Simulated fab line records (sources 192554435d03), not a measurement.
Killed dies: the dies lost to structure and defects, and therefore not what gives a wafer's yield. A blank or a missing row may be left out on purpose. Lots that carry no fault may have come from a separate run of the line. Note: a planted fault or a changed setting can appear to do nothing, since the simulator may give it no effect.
Chamber matching + flow n5-finfet + N5_BEOL_M15_ETCH_61 on rie-diel-03: 4 sister chambers
The step etches BARC in N2/H2, target depth 89 nm, overetch 26.7 nm, time 67.9 s. 4 wafers are shown with their chamber, then 9 later ones without.

== WAFERS WITH THEIR CHAMBER ==
| wafer  | chamber | drypump-motor-current-A (A) |
|--------|---------|-----------------------------|
| L089.1 | 2       | 6.1                         |
| L089.5 | 3       | 5.6                         |
| L087.5 | 1       | 6.1                         |
| L087.6 | 0       | 5.9                         |

== WAFERS WHOSE CHAMBER IS MISSING ==
| wafer  | drypump-motor-current-A (A) |
|--------|-----------------------------|
| L094.2 | 5.7                         |
| L094.3 | 6.1                         |
| L094.5 | 5.9                         |
| L096.2 | 6.1                         |
| L096.4 | 6.1                         |
| L096.5 | 5.9                         |
| L091.3 | 5.7                         |
| L091.4 | 5.7                         |
| L091.5 | 6.1                         |

== THE CHAMBER EACH PASSED THROUGH ==
| wafer  | from the rows above     | in truth |
|--------|-------------------------|----------|
| L094.2 | can't be placed: 3 or 0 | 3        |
| L094.3 | can't be placed: 1 or 2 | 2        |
| L094.5 | 0                       | 0        |
| L096.2 | can't be placed: 1 or 2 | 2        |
| L096.4 | can't be placed: 1 or 2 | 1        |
| L096.5 | 0                       | 0        |
| L091.3 | can't be placed: 3 or 0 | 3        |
| L091.4 | can't be placed: 3 or 0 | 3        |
| L091.5 | can't be placed: 1 or 2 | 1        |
Correct placement for 2 of the 9. Not placeable from these rows: 7 (in 7, the candidates include the true chamber). Placed wrongly: 0.
How it was worked out, from the rows above alone: a wafer's distance from a chamber is the root of the sum, over the readings, of the square of ((its reading less the chamber's mean) divided by the reading's scatter). The wafer belongs to the nearest chamber; if the next one is less than 2 further off, it can't be placed. Each chamber's mean is taken over the wafers shown for it. The scatter: with one shown wafer a chamber, the root of the mean of the squares of how far each hidden wafer lies from its nearest shown one.
